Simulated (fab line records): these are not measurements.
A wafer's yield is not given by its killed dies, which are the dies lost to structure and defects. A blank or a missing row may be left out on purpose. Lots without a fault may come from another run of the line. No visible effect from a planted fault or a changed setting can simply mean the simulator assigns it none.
fab line records    flow nand_harc    part 2 of 2: steps 23 to 32 of 32
record: lots: 5  wafers: 15  last_day: 24
route steps=1159 shown P_ZERO_WELL@15
lots that met no fault: from a run of the same line without faults
start_h: the number of hours between the record's first day and the start of the first shown wafer of the lot    wait_h: how many hours have passed since the lot's step before this one    " unchanged from the row above    L1.1+2: a single row standing in for several wafers    - no value, or no start was given    * or withheld: withheld    < > ~ a bound
route shown NAME@n: names a module that has steps shown in the file, with the first one's number in the route    usual: mean and standard deviation over wafers with no fault    same: alike in all rows    chamber/n: place in a boat    sites: per-site readings    _std_site: standard deviation of those values    _edge_site: mean of outer sites minus mean of inner sites    radius_mm: for every site, how far away it sits from the centre of the wafer    mask NAME#n: copy n    behind: the last tool/chamber to shape the wafer    hold: reason for holding the lot/hours on hold/outcome of the hold    device: the n, p or np transistor that did not switch    end of line: at the end of the route, the tests of the same wafers    a step without rows: its recipe alone    killed: not the wafer's yield, but the dies lost to structure and defects at the first sort    map: dies across one wafer; x = killed, . = not, _ = none there
set.NAME: the run value of the setting; set.NAME@STEP: its run value at that earlier step    model.NAME: the simulator's own value behind a step, which no gauge read
lots at selected steps of the route; one table per step, one row per wafer
services: when a tool's chamber went out of use (start_h, in hours from the record's first day, below 0 if earlier), for how many hours, and the reason
== steps ==
step: NHARC_P_ZERO_WELL_HMDS_30
recipe: time_s: 30
usual: resist_line_temp_C: 22.98/0.11
lot.wafer  tool            chamber  start_h  wait_h  resist_line_temp_C
L077.1     litho_track-03  0        -        -       22.93
L077.2     "               0        "        "       22.87
L077.3     "               0        "        "       22.93
L078.3     litho_track-07  0        -        -       22.93
L078.4     "               0        "        "       22.76
L078.5     "               0        "        "       22.86
L086.1     litho_track-07  0        -        -       23.15
L086.3     "               0        "        "       23.13
L086.6     "               0        "        "       23.03
L090.4     litho_track-07  0        -        -       23.14
L090.5     "               0        "        "       23.07
L090.6     "               0        "        "       23.01
L094.3     litho_track-07  0        -        -       22.94
L094.4     "               0        "        "       22.98
L094.6     "               0        "        "       23.00
step: NHARC_P_ZERO_WELL_COAT_31
recipe: spin_rpm: withheld
usual: resist_line_temp_C: 22.99/0.12
lot.wafer  tool            chamber  start_h  wait_h  resist_line_temp_C
L077.1     litho_track-03  0        -        -       23.03
L077.2     "               0        "        "       22.83
L077.3     "               0        "        "       22.84
L078.3     litho_track-07  0        -        -       23.09
L078.4     "               0        "        "       23.13
L078.5     "               0        "        "       23.48
L086.1     litho_track-07  0        -        -       22.96
L086.3     "               0        "        "       22.98
L086.6     "               0        "        "       22.95
L090.4     litho_track-07  0        -        -       23.15
L090.5     "               0        "        "       23.18
L090.6     "               0        "        "       23.22
L094.3     litho_track-07  0        -        -       22.80
L094.4     "               0        "        "       22.89
L094.6     "               0        "        "       23.09
step: NHARC_P_ZERO_WELL_SOFTBAKE_32
recipe: temp_c: 122  time_s: 95
usual: resist_line_temp_C: 23.02/0.11
lot.wafer  tool            chamber  start_h  wait_h  resist_line_temp_C
L077.1     litho_track-03  0        -        -       23.12
L077.2     "               0        "        "       23.11
L077.3     "               0        "        "       23.03
L078.3     litho_track-07  0        -        -       23.22
L078.4     "               0        "        "       23.09
L078.5     "               0        "        "       23.24
L086.1     litho_track-07  0        -        -       23.00
L086.3     "               0        "        "       22.99
L086.6     "               0        "        "       23.15
L090.4     litho_track-07  0        -        -       22.90
L090.5     "               0        "        "       22.95
L090.6     "               0        "        "       22.92
L094.3     litho_track-07  0        -        -       23.08
L094.4     "               0        "        "       23.10
L094.6     "               0        "        "       23.05
step: NHARC_P_ZERO_WELL_EBR_33
usual: resist_line_temp_C: 23.03/0.087
lot.wafer  tool            chamber  start_h  wait_h  resist_line_temp_C
L077.1     litho_track-03  0        -        -       23.08
L077.2     "               0        "        "       23.10
L077.3     "               0        "        "       23.04
L078.3     litho_track-07  0        -        -       22.93
L078.4     "               0        "        "       22.89
L078.5     "               0        "        "       23.00
L086.1     litho_track-07  0        -        -       23.05
L086.3     "               0        "        "       22.97
L086.6     "               0        "        "       23.09
L090.4     litho_track-07  0        -        -       23.09
L090.5     "               0        "        "       22.93
L090.6     "               0        "        "       22.93
L094.3     litho_track-07  0        -        -       23.10
L094.4     "               0        "        "       22.98
L094.6     "               0        "        "       23.02
step: NHARC_P_ZERO_WELL_EXPOSE_34
recipe: na: 0.6  target_cd_nm: 720  dose_mj: 22.31  mask_id: P_PWELL
usual: focus_offset_nm: 0.0/0.56  stage_vel_mm_s: 499.96/0.22
lot.wafer  tool            chamber  start_h  wait_h  mask       focus_offset_nm  stage_vel_mm_s
L077.1     krf_scanner-02  0        33.95    -       P_PWELL#0  0.5              500.32
L077.2     "               0        "        "       P_PWELL#0  -0.5             500.14
L077.3     "               0        "        "       P_PWELL#0  -0.2             500.35
L078.3     krf_scanner-04  0        40.10    -       P_PWELL#0  0.5              499.96
L078.4     "               0        "        "       P_PWELL#0  0.3              499.93
L078.5     "               0        "        "       P_PWELL#0  0.7              499.79
L086.1     krf_scanner-03  0        87.96    -       P_PWELL#0  -0.4             500.05
L086.3     "               0        "        "       P_PWELL#0  1.0              499.96
L086.6     "               0        "        "       P_PWELL#0  0.5              499.86
L090.4     krf_scanner-03  0        111.98   -       P_PWELL#0  0.4              499.12
L090.5     "               0        "        "       P_PWELL#0  -0.7             500.01
L090.6     "               0        "        "       P_PWELL#0  0.1              499.84
L094.3     krf_scanner-03  0        135.86   -       P_PWELL#0  -0.1             499.91
L094.4     "               0        "        "       P_PWELL#0  -0.5             500.14
L094.6     "               0        "        "       P_PWELL#0  0.0              499.90
step: NHARC_P_ZERO_WELL_PEB_35
recipe: peb_temp_c: 118  peb_time_s: 85
usual: resist_line_temp_C: 23.03/0.098
lot.wafer  tool            chamber  start_h  wait_h  resist_line_temp_C
L077.1     litho_track-03  0        34.02    0.1     22.83
L077.2     "               0        "        "       22.98
L077.3     "               0        "        "       22.97
L078.3     litho_track-07  0        40.16    0.1     23.01
L078.4     "               0        "        "       22.91
L078.5     "               0        "        "       22.96
L086.1     litho_track-03  0        88.03    0.1     23.07
L086.3     "               0        "        "       22.75
L086.6     "               0        "        "       22.98
L090.4     litho_track-07  0        112.03   0.0     23.14
L090.5     "               0        "        "       23.01
L090.6     "               0        "        "       22.97
L094.3     litho_track-03  0        135.92   0.1     23.00
L094.4     "               0        "        "       23.09
L094.6     "               0        "        "       23.10
step: NHARC_P_ZERO_WELL_DEVELOP_36
recipe: time_s: 70
usual: resist_line_temp_C: 23.00/0.099
lot.wafer  tool            chamber  start_h  wait_h  resist_line_temp_C
L077.1     litho_track-03  0        -        -       22.91
L077.2     "               0        "        "       22.92
L077.3     "               0        "        "       23.09
L078.3     litho_track-07  0        -        -       23.11
L078.4     "               0        "        "       23.09
L078.5     "               0        "        "       23.10
L086.1     litho_track-03  0        -        -       23.13
L086.3     "               0        "        "       23.10
L086.6     "               0        "        "       23.15
L090.4     litho_track-07  0        -        -       22.96
L090.5     "               0        "        "       23.12
L090.6     "               0        "        "       22.84
L094.3     litho_track-03  0        -        -       23.08
L094.4     "               0        "        "       22.96
L094.6     "               0        "        "       23.12
step: NHARC_P_ZERO_WELL_CD_MEAS_37
recipe: target_cd_nm: 720  landing_energy_ev: 500
usual: cd_nm: 719.2/1.8
lot.wafer  tool       chamber  start_h  wait_h  cd_nm
L077.1     cd_sem-01  0        34.11    -       720.1
L077.2     "          0        "        "       719.1
L077.3     "          0        "        "       720.6
L078.3     cd_sem-02  0        40.25    -       719.3
L078.4     "          0        "        "       717.1
L078.5     "          0        "        "       720.4
L086.1     cd_sem-03  0        88.12    -       720.5
L086.3     "          0        "        "       721.8
L086.6     "          0        "        "       721.3
L090.4     cd_sem-02  0        112.13   -       720.1
L090.5     "          0        "        "       719.6
L090.6     "          0        "        "       716.3
L094.3     cd_sem-03  0        136.01   -       721.6
L094.4     "          0        "        "       722.4
L094.6     "          0        "        "       720.4
step: NHARC_P_ZERO_WELL_HARDBAKE_38
recipe: temp_c: 125  time_s: 80
usual: resist_line_temp_C: 23.00/0.1
lot.wafer  tool            chamber  start_h  wait_h  resist_line_temp_C
L077.1     litho_track-07  0        34.19    -       22.87
L077.2     "               0        "        "       22.94
L077.3     "               0        "        "       22.86
L078.3     litho_track-07  0        40.33    -       23.04
L078.4     "               0        "        "       22.92
L078.5     "               0        "        "       23.00
L086.1     litho_track-03  0        88.20    -       23.17
L086.3     "               0        "        "       23.19
L086.6     "               0        "        "       23.18
L090.4     litho_track-07  0        112.21   -       23.17
L090.5     "               0        "        "       23.06
L090.6     "               0        "        "       23.02
L094.3     litho_track-07  0        136.09   -       22.99
L094.4     "               0        "        "       22.91
L094.6     "               0        "        "       22.96
step: NHARC_P_ZERO_WELL_DESCUM_39
recipe: time_s: 3  o2_flow_sccm: 200  ar_flow_sccm: 0  bias_power_w: 0  chemistry: O2
usual: drypump_motor_current_A: 5.85/0.29  oes_product_au: 1.004/0.0091  rf_vpp_V: 58.0/0.86  showerhead_plenum_p_Torr: 1.94/0.06  throttle_valve_pct: 11.310/0.0099
lot.wafer  tool         chamber  start_h  wait_h  drypump_motor_current_A  oes_product_au  rf_hours_counter_h  rf_vpp_V  showerhead_plenum_p_Torr  throttle_valve_pct
L077.1     rie_diel-07  2        34.27    -       5.84                     0.983           7                   57.2      1.99                      11.322
L077.3     "            3        "        "       5.40                     1.000           5                   60.3      1.97                      11.314
L077.2     "            0        "        "       6.40                     1.017           10                  58.4      1.92                      11.335
L078.3     rie_diel-02  2        40.41    -       5.99                     0.983           4                   57.9      2.02                      11.325
L078.4     "            0        "        "       5.83                     1.002           3                   59.2      1.98                      11.319
L078.5     "            2        "        "       5.97                     0.997           -                   58.6      2.02                      11.296
L086.1     rie_diel-02  3        88.29    -       5.90                     1.013           7                   58.1      1.84                      11.306
L086.3     "            0        "        "       5.77                     1.009           7                   58.4      1.98                      11.308
L086.6     "            3        "        "       5.88                     1.016           -                   57.2      1.84                      11.308
L090.4     rie_diel-07  3        112.30   -       5.41                     0.999           3                   58.0      1.97                      11.315
L090.5     "            1        "        "       5.39                     1.009           -                   58.7      2.02                      11.320
L090.6     "            2        "        "       5.81                     1.005           -                   58.3      1.99                      11.299
L094.4     rie_diel-02  3        136.17   -       5.88                     1.018           10                  57.5      1.84                      11.307
L094.3     "            2        "        "       5.99                     1.008           11                  59.1      2.02                      11.312
L094.6     "            3        "        "       5.89                     1.016           -                   56.5      1.84                      11.311
== services ==
tool            chamber  start_h  hours  kind
rie_diel-06     -        12.14    0.4    repair
rie_si-02       -        12.36    1.9    repair
litho_track-07  -        14.00    7.0    pm
rie_si-03       -        14.70    3.5    repair
krf_scanner-04  -        15.83    0.3    repair
rie_diel-02     0        17.96    6.9    repair
wet_bench-05    -        20.80    8.0    pm
rie_si-02       -        34.00    9.0    pm
krf_scanner-02  -        38.00    4.0    pm
litho_track-03  -        38.00    7.0    pm
rie_diel-06     -        39.99    0.3    repair
rie_diel-02     3        43.72    3.7    repair
rie_diel-07     -        51.20    9.0    pm
krf_scanner-04  -        53.65    0.9    repair
wet_bench-05    -        58.02    6.9    repair
rie_diel-06     -        64.20    9.0    pm
rie_diel-07     0        68.44    7.0    repair
implanter-02    -        85.00    13.0   pm
rie_diel-06     0        89.64    9.4    repair
rie_diel-07     3        95.64    9.9    repair
rie_si-04       -        99.00    9.0    pm
krf_scanner-03  -        100.26   0.5    repair
krf_scanner-02  -        107.01   2.9    repair
krf_scanner-04  -        111.07   21.8   repair
